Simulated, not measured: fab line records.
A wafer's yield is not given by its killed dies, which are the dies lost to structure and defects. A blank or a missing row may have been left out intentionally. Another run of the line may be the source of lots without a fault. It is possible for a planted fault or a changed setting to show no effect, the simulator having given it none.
Split-lot trial -- flow n5-finfet -- 39 wafers read from 7 lots, route of 1938 steps

ON THE SPLIT
At N5_BEOL_M15_DEP_53 (deposits SiCN from 3MS/NH3, target thk 50 nm, time 17.8 s), the setting target-thk-a was moved away from the recipe's 500 angstrom on 15 of the 39 wafers read, by -45.4% to +50.1%. All remaining wafers had this setting at the recipe value.

The reading is taken at the split's own step.

THE READING
SiCN_of_BEOL_M15_DEP_53.thk-nm (the simulator's own value, which no gauge read), in nm, at N5_BEOL_M15_DEP_53 (deposits SiCN from 3MS/NH3, target thk 50 nm, time 17.8 s). The file does not state a usual value for it. Here, 24 wafers ran the recipe; their average is 49.8 nm with a standard deviation of 0.58 nm.

wafer,"tool, chamber at the split","target-thk-a as run, angstrom",against the recipe,"SiCN_of_BEOL_M15_DEP_53.thk-nm, nm",against lot-mates on the recipe
L074.1,"pecvd-01, 1,2",347.7,-30.5%,34.2,-14.9
L074.4,"pecvd-01, 1,2",347.7,-30.5%,34.2,-14.9
L074.2,"pecvd-01, 2",500,recipe,48.8,-
L074.3,"pecvd-01, 0",500,recipe,48.6,-
L074.5,"pecvd-01, 1",347.7,-30.5%,34.6,-14.5
L074.6,"pecvd-01, 0",500,recipe,50,-
L076.1,"pecvd-04, 0,1",500,recipe,50.2,-
L076.2,"pecvd-04, 0,1",500,recipe,50.2,-
L076.3,"pecvd-04, 2",366.6,-26.7%,35.8,-14.3
L076.4,"pecvd-04, 2",500,recipe,50,-
L076.5,"pecvd-04, 1",366.6,-26.7%,37.2,-12.9
L076.6,"pecvd-04, 0",366.6,-26.7%,37.6,-12.5
L080.1,"pecvd-04, 0",686.7,+37.3%,68.6,+18.3
L080.2,"pecvd-04, 2",686.7,+37.3%,67.6,+17.3
L080.3,"pecvd-04, 1",686.7,+37.3%,67.8,+17.5
L080.4,"pecvd-04, 1",500,recipe,50.4,-
L080.5,"pecvd-04, 2",500,recipe,50,-
L080.6,"pecvd-04, 0",500,recipe,50.6,-
L091.1,"pecvd-03, 1",750.3,+50.1%,74.4,+24.7
L091.2,"pecvd-03, 0",500,recipe,49.2,-
L091.3,"pecvd-03, 2",750.3,+50.1%,73.6,+23.9
L091.4,"pecvd-03, 0",750.3,+50.1%,75.2,+25.5
L091.5,"pecvd-03, 1",500,recipe,49.8,-
L091.6,"pecvd-03, 2",500,recipe,50,-
L090.1,"pecvd-03, 1",500,recipe,49.6,-
L090.2,"pecvd-03, 0",500,recipe,49.4,-
L090.3,"pecvd-03, 2",273.1,-45.4%,27,-22.7
L090.4,"pecvd-03, 2",273.1,-45.4%,27.4,-22.3
L090.5,"pecvd-03, 1",500,recipe,50.2,-
L090.6,"pecvd-03, 0",273.1,-45.4%,27.6,-22.1
L093.1,"pecvd-03, 1,0",500,recipe,49.2,-
L093.2,"pecvd-03, 1,0",500,recipe,49.2,-
L093.3,"pecvd-03, 2",500,recipe,49,-
L093.4,"pecvd-03, 1",500,recipe,49.6,-
L093.5,"pecvd-03, 0",500,recipe,50.4,-
L093.6,"pecvd-03, 2",500,recipe,49.8,-
L096.1,"pecvd-03, 2",500,recipe,49.4,-
L096.4,"pecvd-03, 0",500,recipe,50.8,-
L096.5,"pecvd-03, 1",500,recipe,50.6,-
Rows listing several chambers each stand for several wafers; the file does not say which wafer went through which chamber.

FIT RESULTS
A straight line over all 39 wafers: SiCN_of_BEOL_M15_DEP_53.thk-nm changes by +0.493 nm for each +1% of target-thk-a; r = +1.00; the points scatter about the line by 0.59 nm.
The same after taking each lot's own level away (the mean of its wafers on the recipe; 39 wafers): +0.489 nm for each +1%; r = +1.00; scatter 0.52 nm.
The reading moves by 24 nm for the largest change in target-thk-a, on that fit.
The span of the lots' own levels, 49.13 to 50.33 nm, comes to 2.1 times the standard deviation stated above.
Hence the lot-to-lot level has little effect on the slope; both slopes agree.
Check: for one of the wafers moved furthest among these (+50.1%), held out of the fit, the line's prediction against its lot-mates is +24.4 nm. Against them it came out at +24.7 nm.

THE OTHER SPLITS THESE WAFERS WENT THROUGH
Before the reading, these wafers also passed through other splits. Each is held against what the fit with the lots' levels taken away leaves over:
other split on the same wafers,wafers away from the commonest value,r with SiCN_of_BEOL_M15_DEP_53.thk-nm (lot level and that fit taken away)
N5_BEOL_M4_ALD_98 ald-cycles,18,+0.09
N5_BEOL_M5_DEP_56 target-thk-a,15,+0.08
N5_BEOL_M7_DEP_56 target-thk-a,12,-0.07
N5_BEOL_M12_ETCH_59 target-depth-a,12,-0.12

FILE'S OWN FIT
SiCN_of_BEOL_M15_DEP_53.thk-nm changes by +0.489 nm for each +1% of target-thk-a, r = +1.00.
